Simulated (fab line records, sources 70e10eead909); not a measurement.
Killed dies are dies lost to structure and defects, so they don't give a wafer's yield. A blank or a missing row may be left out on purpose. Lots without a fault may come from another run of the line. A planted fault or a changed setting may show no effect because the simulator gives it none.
fab line records | flow nand_harc | part 1 of 2: steps 1 to 4 of 6
record lots=23 wafers=69 last_day=33
route steps=1302 shown A_STAIRCASE@668
lots that met no fault: from a run of the same line without faults
start_h: hours from the record's first day to the start of the lot's first wafer shown | wait_h: hours since the lot's step before | " the same as in the row above | L1.1+2: a row that stands for several wafers | - no value, or no start given | * or withheld: withheld | < > ~ a bound
route shown NAME@n: a module of which the file shows steps, and the number in the route of the first | usual: mean/standard deviation of fault-free wafers | same: alike in all rows | chamber/n: place in a boat | sites: the reading at each site | _std_site: their standard deviation | _edge_site: outer sites' mean less inner sites' | radius_mm: how far each site lies from the wafer's centre | mask NAME#n: copy n | behind: the tool/chamber that last shaped the wafer | hold: why the lot was held/for how many hours/how that ended | device: the transistor (n, p or np) that didn't switch | end of line: the same wafers' tests at the end of the route | a step without rows: its recipe alone | killed: dies lost to structure and defects at the first sort, not the wafer's yield | map: a wafer's dies, x killed, . not, _ none there
set.NAME: the setting as run; set.NAME@STEP: as run at that earlier step | model.NAME: the simulator's own value behind a step, which no gauge read
steps of the route over a sample of lots; a table a step, a row a wafer
services: from which hour (start_h, from the record's first day; less than 0 if before it) a tool's chamber was out of use, for how many hours, and why
## steps
# step NHARC_A_STAIRCASE_TRIM_12
# recipe time_s=211.2 o2_flow_sccm=500 ar_flow_sccm=0 bias_w=0 chemistry=O2
# usual drypump_motor_current_A=5.8/0.5 mfc_ar_sccm=0.005/0.012 oes_product_au=1.000/0.0092 rf_vpp_V=57.7/0.87 showerhead_plenum_p_Torr=3.50/0.16 throttle_valve_pct=17.036/0.0094
# columns lot.wafer tool chamber start_h wait_h drypump_motor_current_A mfc_ar_sccm oes_product_au rf_hours_counter_h rf_vpp_V showerhead_plenum_p_Torr throttle_valve_pct
L074.2 rie_diel-07 1 360.90 0.1 6.1 0 0.992 17 57.4 3.61 17.047
L074.5 " 3 " " 6.3 0 1.004 - 57.6 3.66 17.044
L074.6 " 0 " " 5.6 0 0.994 - 57.6 3.35 17.020
L075.2 rie_diel-10 2 374.44 0.1 6.1 0.042 0.998 39 58.3 3.79 17.040
L075.1 " 0 " " 5.6 0.004 1.001 38 55.5 3.55 17.031
L075.5 " 2 " " 6.2 0.042 0.996 - 57.3 3.79 17.034
L078.1 rie_diel-07 1 395.68 0.1 6.1 0 1.009 25 56.5 3.61 17.037
L078.2 " 2 " " 6.0 0.004 0.995 24 56.3 3.35 17.021
L078.5 " 2 " " 6.0 0.004 1.007 - 58.0 3.35 17.047
L077.4 rie_diel-03 2 399.04 0.1 5.2 0 0.981 36 57.7 3.67 17.048
L077.5 " 0 " " 6.3 0 1.011 - 57.4 3.40 17.023
L077.6 " 1 " " 6.2 0 1.020 - 56.7 3.28 17.037
L079.3 rie_diel-03 3 408.98 0.1 5.4 0 0.998 39 56.5 3.38 17.025
L079.2 " 2 " " 5.2 0 0.971 40 57.9 3.67 17.032
L079.6 " 0 " " 6.2 0 1.002 - 57.4 3.40 17.037
L080.1 rie_diel-07 2 416.79 0.1 6.0 0.004 1.004 34 57.6 3.34 17.038
L080.4 " 3 " " 6.3 0 1.002 38 57.0 3.64 17.045
L080.6 " 2 " " 5.9 0.004 0.992 - 56.9 3.34 17.046
L081.1 rie_diel-03 0 430.01 2.9 6.3 0 0.997 46 57.0 3.40 17.043
L081.3 " 2 " " 5.2 0 0.983 50 58.6 3.67 17.035
L081.5 " 1 " " 6.2 0 1.016 - 57.1 3.27 17.043
L082.2 rie_diel-07 3 431.46 3.0 6.3 0 0.995 43 57.2 3.64 17.025
L082.1 " 0 " " 5.6 0 0.988 41 58.5 3.34 17.031
L082.4 " 2 " " 5.9 0.004 0.978 41 57.8 3.34 17.044
L084.3 rie_diel-03 3 442.15 0.1 5.4 0 0.995 51 56.1 3.37 17.020
L084.5 " 2 " " 5.2 0 0.983 - 59.6 3.66 17.037
L084.6 " 3 " " 5.4 0 0.995 - 57.1 3.37 17.037
L083.2 rie_diel-07 0 447.40 0.1 5.5 0 0.994 47 58.3 3.33 17.040
L083.3 " 1 " " 6.1 0 0.992 43 58.4 3.60 17.023
L083.5 " 3 " " 6.3 0 0.996 - 57.9 3.64 17.027
L085.2 rie_diel-03 3 471.05 0.1 5.4 0 1.012 0 56.6 3.37 17.044
L085.3 " 0 " " 6.3 0 0.997 0 58.3 3.39 17.030
L085.5 " 2 " " 5.3 0 0.997 - 58.6 3.66 17.041
L087.3 rie_diel-03 0 471.15 0.1 6.3 0 0.997 0 59.2 3.39 17.037
L087.2 " 1 " " 6.2 0 1.013 0 58.7 3.81 17.047
L087.5 " 3 " " 5.3 0 1.004 - 57.8 3.37 17.051
L086.1 rie_diel-10 0 476.54 0.2 5.6 0.004 1.014 10 57.4 3.54 17.038
L086.3 " 2 " " 6.2 0.042 1.004 22 57.5 3.76 17.046
L086.6 " 0 " " 5.6 0.004 1.022 - 57.6 3.54 17.034
L088.3 rie_diel-03 1 489.72 0.1 6.2 0 1.017 9 59.3 3.80 17.039
L088.2 " 2 " " 5.2 0 1.000 10 57.0 3.66 17.034
L088.6 " 3 " " 5.4 0 1.012 - 57.7 3.36 17.029
L089.3 rie_diel-07 2 489.97 0.1 6.0 0.004 1.005 2 57.9 3.33 17.052
L089.2 " 3 " " 6.3 0 1.016 2 59.2 3.63 17.028
L089.4 " 1 " " 6.2 0 1.009 2 57.6 3.59 17.029
L090.3 rie_diel-03 1 509.52 0.1 6.2 0 1.004 15 59.1 3.80 17.033
L090.4 " 2 " " 5.2 0 0.999 15 57.1 3.65 17.026
L090.5 " 0 " " 6.3 0 0.990 - 57.4 3.39 17.031
L092.4 rie_diel-07 2 519.75 0.1 6.0 0.004 1.001 12 58.4 3.32 17.038
L092.1 " 1 " " 6.1 0 1.007 11 56.3 3.59 17.039
L092.5 " 3 " " 6.3 0 1.012 - 58.7 3.63 17.042
L091.2 rie_diel-10 1 520.09 0.1 6.5 0 0.992 31 58.5 3.36 17.049
L091.6 " 2 " " 6.1 0.042 0.999 - 57.9 3.75 17.050
L091.5 " 3 " " 4.7 0.028 0.977 - 57.8 3.54 17.050
L093.1 rie_diel-10 2 551.45 0.1 6.1 0.042 1.000 47 57.3 3.75 17.038
L093.6 " 3 " " 4.6 0.028 0.997 - 57.3 3.53 17.043
L093.5 " 0 " " 5.5 0.004 1.001 - 58.7 3.52 17.043
L094.2 rie_diel-07 1 560.18 0.1 6.1 0 1.004 24 57.1 3.58 17.030
L094.3 " 3 " " 6.3 0 1.004 23 58.7 3.62 17.036
L094.5 " 2 " " 6.0 0.004 0.996 - 57.0 3.32 17.030
L095.4 rie_diel-07 1 563.82 0.1 6.1 0 1.019 25 57.2 3.58 17.047
L095.3 " 2 " " 6.0 0.004 1.006 23 57.1 3.32 17.024
L095.5 " 0 " " 5.6 0 0.990 - 56.5 3.31 17.028
L096.1 rie_diel-03 3 568.31 0.1 5.4 0 1.010 33 57.4 3.35 17.026
L096.3 " 1 " " 6.2 0 1.001 32 58.6 3.79 17.019
L096.5 " 3 " " 5.3 0 0.999 - 58.1 3.35 17.038
L097.2 rie_diel-10 3 576.61 0.1 4.6 0.028 0.996 59 58.1 3.53 17.035
L097.4 " 1 " " 6.4 0 1.017 54 58.7 3.35 17.026
L097.6 " 3 " " 4.6 0.028 1.000 - 58.0 3.53 17.055
# step NHARC_A_STAIRCASE_TRIM_14
# recipe time_s=211.2 o2_flow_sccm=500 ar_flow_sccm=0 bias_w=0 chemistry=O2
# usual drypump_motor_current_A=5.8/0.48 mfc_ar_sccm=0.005/0.011 oes_product_au=1.001/0.0094 rf_vpp_V=57.7/0.89 showerhead_plenum_p_Torr=3.51/0.16 throttle_valve_pct=17.036/0.0084
# columns lot.wafer tool chamber start_h wait_h drypump_motor_current_A mfc_ar_sccm oes_product_au rf_hours_counter_h rf_vpp_V showerhead_plenum_p_Torr throttle_valve_pct
L074.2 rie_diel-07 3 - - 6.3 0 1.003 19 56.9 3.66 17.055
L074.6 " 2 " " 6.0 0.004 0.988 - 57.2 3.35 17.023
L074.5 " 3 " " 6.3 0 1.007 - 58.0 3.66 17.035
L075.2 rie_diel-10 3 - - 4.7 0.028 0.991 38 57.2 3.57 17.028
L075.1 " 0 " " 5.6 0.004 1.005 42 59.0 3.55 17.040
L075.5 " 0 " " 5.6 0.004 1.007 - 58.6 3.55 17.031
L078.1 rie_diel-07 3 - - 6.3 0 1.007 29 56.4 3.65 17.040
L078.2 " 0 " " 5.6 0 0.998 30 57.3 3.34 17.039
L078.5 " 2 " " 6.0 0.004 0.997 - 58.6 3.35 17.031
L077.4 rie_diel-03 3 - - 5.4 0 1.006 35 58.1 3.38 17.046
L077.5 " 0 " " 6.3 0 0.997 - 57.8 3.40 17.035
L077.6 " 1 " " 6.2 0 1.019 - 56.8 3.28 17.041
L079.2 rie_diel-03 3 - - 5.4 0 0.999 39 56.6 3.38 17.041
L079.3 " 2 " " 5.2 0 0.975 40 56.9 3.67 17.031
L079.6 " 3 " " 5.4 0 1.010 - 56.6 3.38 17.051
L080.4 rie_diel-07 1 - - 6.1 0 1.015 31 57.9 3.61 17.024
L080.1 " 2 " " 6.0 0.004 0.997 34 57.5 3.34 17.035
L080.6 " 3 " " 6.3 0 1.010 - 58.3 3.64 17.010
L081.3 rie_diel-03 2 - - 5.2 0 0.990 50 56.7 3.67 17.029
L081.1 " 1 " " 6.2 0 1.007 42 56.5 3.27 17.037
L081.5 " 3 " " 5.4 0 1.001 - 57.6 3.37 17.039
L082.1 rie_diel-07 1 - - 6.1 0 0.998 39 57.2 3.60 17.051
L082.2 " 2 " " 6.0 0.004 0.994 41 57.0 3.34 17.022
L082.4 " 3 " " 6.3 0 0.990 44 55.7 3.64 17.043
L084.3 rie_diel-03 2 - - 5.2 0 0.973 54 60.1 3.66 17.036
L084.6 " 2 " " 5.3 0 0.972 - 57.2 3.66 17.032
L084.5 " 3 " " 5.4 0 1.004 - 57.8 3.37 17.045
L083.3 rie_diel-07 3 - - 6.3 0 0.993 49 59.9 3.64 17.038
L083.2 " 0 " " 5.6 0 0.998 47 57.7 3.33 17.041
L083.5 " 3 " " 6.3 0 0.992 - 58.3 3.64 17.024
L085.3 rie_diel-03 0 - - 6.3 0 0.996 0 56.3 3.39 17.048
L085.2 " 2 " " 5.2 0 0.989 0 57.8 3.66 17.038
L085.5 " 1 " " 6.2 0 1.003 - 58.6 3.81 17.037
L087.3 rie_diel-03 2 - - 5.2 0 1.000 0 58.2 3.66 17.032
L087.2 " 3 " " 5.4 0 1.008 0 57.4 3.37 17.032
L087.5 " 1 " " 6.2 0 1.004 - 58.9 3.81 17.053
L086.3 rie_diel-10 1 - - 6.5 0 1.009 19 56.7 3.36 17.039
L086.1 " 3 " " 4.6 0.028 0.992 23 58.2 3.55 17.032
L086.6 " 0 " " 5.5 0.004 1.010 - 57.6 3.54 17.035
L088.2 rie_diel-03 1 - - 6.2 0 1.009 10 58.3 3.80 17.047
L088.3 " 2 " " 5.2 0 1.002 10 57.8 3.65 17.043
L088.6 " 1 " " 6.2 0 1.013 - 57.5 3.80 17.031
L089.4 rie_diel-07 0 - - 5.6 0 1.003 2 57.4 3.33 17.032
L089.2 " 1 " " 6.1 0 1.013 2 57.9 3.59 17.025
L089.3 " 3 " " 6.3 0 1.011 2 58.3 3.63 17.040
L090.4 rie_diel-03 2 - - 5.2 0 1.001 15 58.7 3.65 17.020
L090.3 " 3 " " 5.4 0 1.010 12 57.7 3.36 17.034
L090.5 " 2 " " 5.2 0 1.002 - 56.7 3.65 17.049
L092.1 rie_diel-07 0 - - 5.6 0 0.994 12 57.7 3.32 17.035
L092.4 " 1 " " 6.1 0 1.009 11 58.9 3.59 17.029
L092.5 " 1 " " 6.1 0 1.008 - 58.4 3.59 17.041
L091.2 rie_diel-10 1 - - 6.4 0 1.003 31 57.0 3.36 17.040
L091.6 " 2 " " 6.1 0.042 1.004 - 58.4 3.75 17.031
L091.5 " 3 " " 4.7 0.028 0.995 - 58.3 3.54 17.034
L093.1 rie_diel-10 2 - - 6.1 0.042 0.997 47 58.7 3.75 17.032
L093.6 " 2 " " 6.2 0.042 0.998 - 60.3 3.74 17.043
L093.5 " 3 " " 4.7 0.028 1.002 - 57.8 3.53 17.032
L094.2 rie_diel-07 1 - - 6.1 0 1.022 24 57.8 3.58 17.019
L094.3 " 2 " " 6.0 0.004 1.003 22 58.8 3.32 17.031
L094.5 " 0 " " 5.6 0 0.999 - 57.8 3.31 17.026
L095.4 rie_diel-07 2 - - 5.9 0.004 1.011 23 56.1 3.32 17.040
L095.3 " 1 " " 6.1 0 1.014 25 57.2 3.58 17.050
L095.5 " 3 " " 6.3 0 1.014 - 57.1 3.62 17.054
L096.3 rie_diel-03 2 - - 5.2 0 1.002 36 57.6 3.64 17.014
L096.1 " 3 " " 5.3 0 1.007 33 57.4 3.35 17.050
L096.5 " 2 " " 5.2 0 1.001 - 57.5 3.64 17.013
L097.4 rie_diel-10 0 - - 5.5 0.004 1.019 46 57.7 3.52 17.035
L097.2 " 2 " " 6.1 0.042 0.997 58 57.3 3.74 17.030
L097.6 " 0 " " 5.5 0.004 1.021 - 57.2 3.52 17.037
# step NHARC_A_STAIRCASE_ETCH_15
# recipe target_depth_a=1000 time_s=40.5 ion_energy_ev=400 c4f8_flow_sccm=20 o2_flow_sccm=10 ar_flow_sccm=withheld rf_w=600 bias_w=1000 chemistry=C4F8/O2
# usual oes_product_au=0.943/0.011 rf_vpp_V=895/5.9
# columns lot.wafer tool chamber start_h wait_h oes_product_au rf_hours_counter_h rf_vpp_V
L074.2 rie_diel-07 2 - - 0.936 15 890
L074.5 " 0 " " 0.945 - 888
L074.6 " 1 " " 0.948 - 898
L075.1 rie_diel-10 2 - - 0.933 43 906
L075.2 " 3 " " 0.927 38 897
L075.5 " 2 " " 0.933 - 905
L078.2 rie_diel-07 0 - - 0.943 30 887
L078.1 " 2 " " 0.938 25 888
L078.5 " 1 " " 0.952 - 897
L077.4 rie_diel-03 2 - - 0.914 36 901
L077.5 " 0 " " 0.931 - 892
L077.6 " 1 " " 0.944 - 887
L079.3 rie_diel-03 3 - - 0.948 39 891
L079.2 " 0 " " 0.946 38 892
L079.6 " 0 " " 0.943 - 892
L080.4 rie_diel-07 1 - - 0.960 31 897
L080.1 " 2 " " 0.953 34 890
L080.6 " 1 " " 0.952 - 898
L081.3 rie_diel-03 3 - - 0.923 48 890
L081.1 " 1 " " 0.941 42 886
L081.5 " 2 " " 0.917 - 901
L082.1 rie_diel-07 3 - - 0.944 44 900
L082.2 " 1 " " 0.942 39 899
L082.4 " 2 " " 0.940 41 890
L084.3 rie_diel-03 2 - - 0.929 54 900
L084.6 " 3 " " 0.935 - 891
L084.5 " 0 " " 0.965 - 890
L083.2 rie_diel-07 3 - - 0.939 49 901
L083.3 " 1 " " 0.948 43 899
L083.5 " 3 " " 0.932 - 899
L085.3 rie_diel-03 1 - - 0.929 0 906
L085.2 " 2 " " 0.935 0 902
L085.5 " 2 " " 0.940 - 900
L087.2 rie_diel-03 0 - - 0.942 0 891
L087.3 " 1 " " 0.940 0 906
L087.5 " 0 " " 0.954 - 891
L086.1 rie_diel-10 3 - - 0.938 23 896
L086.3 " 0 " " 0.939 11 895
L086.6 " 2 " " 0.940 - 905
L088.2 rie_diel-03 2 - - 0.942 10 901
L088.3 " 3 " " 0.954 8 889
L088.6 " 1 " " 0.946 - 905
L089.4 rie_diel-07 0 - - 0.936 2 888
L089.2 " 1 " " 0.960 2 897
L089.3 " 2 " " 0.953 2 889
L090.3 rie_diel-03 1 - - 0.944 15 905
L090.4 " 0 " " 0.945 12 891
L090.5 " 2 " " 0.954 - 900
L092.4 rie_diel-07 2 - - 0.959 12 889
L092.1 " 0 " " 0.937 12 889
L092.5 " 2 " " 0.961 - 887
L091.2 rie_diel-10 1 - - 0.961 31 890
L091.6 " 0 " " 0.949 - 898
L091.5 " 1 " " 0.956 - 888
L093.1 rie_diel-10 3 - - 0.939 50 896
L093.6 " 2 " " 0.934 - 903
L093.5 " 3 " " 0.943 - 895
L094.2 rie_diel-07 1 - - 0.948 24 897
L094.3 " 2 " " 0.947 22 889
L094.5 " 1 " " 0.947 - 898
L095.3 rie_diel-07 0 - - 0.945 27 887
L095.4 " 1 " " 0.959 25 896
L095.5 " 2 " " 0.942 - 888
L096.3 rie_diel-03 3 - - 0.943 33 889
L096.1 " 1 " " 0.936 32 904
L096.5 " 3 " " 0.933 - 889
L097.4 rie_diel-10 0 - - 0.936 46 896
L097.2 " 2 " " 0.931 58 904
L097.6 " 1 " " 0.926 - 888
# step NHARC_A_STAIRCASE_ETCH_19
# recipe target_depth_a=1000 time_s=40.5 ion_energy_ev=400 c4f8_flow_sccm=20 o2_flow_sccm=10 ar_flow_sccm=withheld rf_w=600 bias_w=1000 chemistry=C4F8/O2
# usual oes_product_au=0.942/0.011 rf_vpp_V=895/6
# columns lot.wafer tool chamber start_h wait_h oes_product_au rf_hours_counter_h rf_vpp_V
L074.2 rie_diel-07 1 - - 0.936 17 898
L074.5 " 2 " " 0.917 - 891
L074.6 " 3 " " 0.947 - 901
L075.1 rie_diel-10 3 - - 0.956 38 897
L075.2 " 1 " " 0.925 33 890
L075.5 " 0 " " 0.943 - 896
L078.2 rie_diel-07 2 - - 0.941 25 890
L078.1 " 3 " " 0.940 29 899
L078.5 " 1 " " 0.947 - 900
L077.4 rie_diel-03 2 - - 0.925 36 901
L077.6 " 2 " " 0.933 - 901
L077.5 " 3 " " 0.941 - 891
L079.2 rie_diel-03 3 - - 0.938 39 891
L079.3 " 0 " " 0.938 38 891
L079.6 " 0 " " 0.929 - 892
L080.1 rie_diel-07 3 - - 0.956 38 901
L080.4 " 2 " " 0.951 34 890
L080.6 " 0 " " 0.947 - 888
L081.1 rie_diel-03 1 - - 0.961 42 886
L081.3 " 2 " " 0.931 51 901
L081.5 " 1 " " 0.956 - 886
L082.4 rie_diel-07 3 - - 0.934 44 900
L082.2 " 0 " " 0.944 42 889
L082.1 " 2 " " 0.932 42 889
L084.3 rie_diel-03 3 - - 0.944 51 890
L084.6 " 1 " " 0.953 - 886
L084.5 " 2 " " 0.913 - 901
L083.2 rie_diel-07 2 - - 0.935 46 889
L083.3 " 0 " " 0.929 48 889
L083.5 " 3 " " 0.947 - 900
L085.3 rie_diel-03 1 - - 0.940 1 906
L085.2 " 3 " " 0.946 1 892
L085.5 " 1 " " 0.930 - 906
L087.3 rie_diel-03 0 - - 0.923 1 892
L087.2 " 2 " " 0.934 1 903
L087.5 " 3 " " 0.939 - 890
L086.3 rie_diel-10 0 - - 0.956 11 896
L086.1 " 3 " " 0.927 23 897
L086.6 " 1 " " 0.945 - 889
L088.3 rie_diel-03 1 - - 0.935 10 905
L088.2 " 2 " " 0.926 10 901
L088.6 " 1 " " 0.931 - 906
L089.2 rie_diel-07 2 - - 0.934 2 887
L089.3 " 3 " " 0.956 2 899
L089.4 " 0 " " 0.943 2 889
L090.3 rie_diel-03 2 - - 0.955 15 898
L090.4 " 3 " " 0.951 12 891
L090.5 " 1 " " 0.948 - 906
L092.1 rie_diel-07 1 - - 0.956 15 898
L092.4 " 2 " " 0.963 14 887
L092.5 " 1 " " 0.970 - 897
L091.2 rie_diel-10 2 - - 0.942 39 903
L091.6 " 0 " " 0.949 - 896
L091.5 " 1 " " 0.945 - 890
L093.1 rie_diel-10 0 - - 0.948 38 896
L093.5 " 1 " " 0.951 - 891
L093.6 " 2 " " 0.943 - 903
L094.2 rie_diel-07 0 - - 0.941 26 889
L094.3 " 1 " " 0.966 24 898
L094.5 " 3 " " 0.962 - 900
L095.3 rie_diel-07 2 - - 0.940 23 889
L095.4 " 0 " " 0.938 27 887
L095.5 " 3 " " 0.959 - 900
L096.3 rie_diel-03 1 - - 0.957 32 907
L096.1 " 2 " " 0.935 36 900
L096.5 " 2 " " 0.946 - 900
L097.2 rie_diel-10 3 - - 0.933 60 896
L097.4 " 0 " " 0.948 46 896
L097.6 " 2 " " 0.936 - 903
